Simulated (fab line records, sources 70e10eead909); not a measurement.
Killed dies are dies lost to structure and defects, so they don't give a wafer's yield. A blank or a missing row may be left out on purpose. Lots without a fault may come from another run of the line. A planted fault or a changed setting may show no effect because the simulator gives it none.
One fault seen from 2 desks | flow nand_harc | each desk has only its own numbers; what lay behind them comes last

THE TOOL OWNER'S DESK: litho_track-07
The tool's own readings at NHARC_P_ZERO_WELL_SOFTBAKE_06 (time 70 s): means of the sampled wafers that have a number, for each lot that ran on this tool. A lot is out of limits, marked OUT, if its mean lies more than 4 standard deviations from the usual mean; the brackets give that distance.
Columns: A = heater_power_total_W at NHARC_P_ZERO_WELL_SOFTBAKE_06, usual 201.0 W; B = resist_line_temp_C at NHARC_P_ZERO_WELL_SOFTBAKE_06, usual 23.02 C
lot  | first seen here | A               | B
L642 | day 2 06:00     | 201.7           | 22.99
L643 | day 2 12:00     | 200.6           | 23.02
L644 | day 2 18:00     | 200.5           | 22.84
L645 | day 3 00:00     | 199.3           | 23.04
L651 | day 4 12:00     | 202.1           | 23.04
L655 | day 5 12:00     | 230.2 (+22) OUT | 22.98
L656 | day 5 19:00     | 230.4 (+23) OUT | 23.07
This desk's finding: out of limits on L655, L656; first on L655, day 5 12:00 (heater_power_total_W at NHARC_P_ZERO_WELL_SOFTBAKE_06). In limits: L642, L643, L644, L645, L651.

THE DEFECT DESK
What the inspections along the route counted, lot by lot: means of the sampled wafers that have a number. A lot is out of limits, marked OUT, if its mean lies more than 4 standard deviations from the usual mean; the brackets give that distance.
Columns: A = raw_defect_count at NHARC_P_START_INSPECT_01, usual 3.5
lot  | first seen here | A
L641 | day 2 00:02     | 2.0
L642 | day 2 06:02     | 3.7
L643 | day 2 12:02     | 3.7
L644 | day 2 18:02     | 2.0
L645 | day 3 00:02     | 4.7
L647 | day 3 12:02     | 2.7
L651 | day 4 12:02     | 5.0
L655 | day 5 12:02     | 3.0
L656 | day 5 18:02     | 2.0
L658 | day 6 06:02     | 3.3
L660 | day 6 18:02     | 3.3
L662 | day 7 06:02     | 4.0
This desk's finding: nothing out of limits on any of the 12 lots.

PUT TOGETHER
The tool owner's desk could have raised an alarm at day 5 12:00, on L655, L656.
The defect desk saw nothing out of limits.
The defect desk has L655, L656 on record, within its limits.
Of the lots named, all ran NHARC_P_ZERO_WELL_SOFTBAKE_06 on litho_track-07.

WHAT THE SIMULATOR HAD PUT IN
Process parameter drift: litho_track-07, from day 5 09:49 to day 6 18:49, at NHARC_P_ZERO_WELL_SOFTBAKE_06. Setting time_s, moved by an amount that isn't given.
Lots struck among those shown: L655, L656.
Hours from the fault's start to each desk's first reading out of limits: the tool owner's desk, 2.
